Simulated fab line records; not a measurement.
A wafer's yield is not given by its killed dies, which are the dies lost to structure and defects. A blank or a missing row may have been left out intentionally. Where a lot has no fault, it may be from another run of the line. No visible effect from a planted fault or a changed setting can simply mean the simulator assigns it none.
Chamber matching ; flow n5-finfet ; 4 sister chambers for N5_BEOL_M4_ALD_98 on ald-sin-03
The step deposits SiO2, target thk 2.5 nm, pulse time 1 s, co reactant pulse time 1 s. 8 wafers are shown with their chamber, then 11 later ones without.

== WAFERS PAIRED WITH THEIR CHAMBERS ==
wafer;chamber;heater-power-w (W);precursor-pulse-height-rel
L081.4;1;74;1.016
L084.6;3;68;1.020
L083.1;2;84;0.991
L083.3;3;70;0.986
L083.5;2;84;1.009
L087.4;1;75;0.983
L087.5;0;90;1.011
L091.3;0;87;0.948

== WAFERS WITH NO CHAMBER GIVEN ==
wafer;heater-power-w (W);precursor-pulse-height-rel
L091.5;84;1.006
L091.6;71;0.978
L095.1;82;0.995
L095.3;74;0.999
L095.6;71;1.042
L097.1;84;0.992
L097.3;91;1.014
L097.6;75;0.992
L096.1;89;0.970
L096.4;82;0.983
L096.5;71;0.969

== WHICH CHAMBER EACH ONE RAN IN ==
wafer;from the rows above;in truth
L091.5;2;2
L091.6;can't be placed: 3 or 1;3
L095.1;2;2
L095.3;1;1
L095.6;can't be placed: 3 or 1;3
L097.1;2;2
L097.3;0;0
L097.6;1;1
L096.1;0;0
L096.4;2;2
L096.5;can't be placed: 3 or 1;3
8 of 11 placed correctly. Not placeable from these rows: 3 (in 3, the candidates include the true chamber). 0 placed wrongly.
How it was worked out, from the rows above alone: a wafer's distance from a chamber is the root of the sum, over the readings, of the square of ((its reading less the chamber's mean) divided by the reading's scatter). The wafer belongs to the nearest chamber; if the next one is less than 2 further off, it can't be placed. A chamber's mean is the mean of its shown wafers. The scatter: take each reading less its chamber's mean, square it, sum over the shown wafers, divide by the number of wafers less the number of chambers, and take the root.
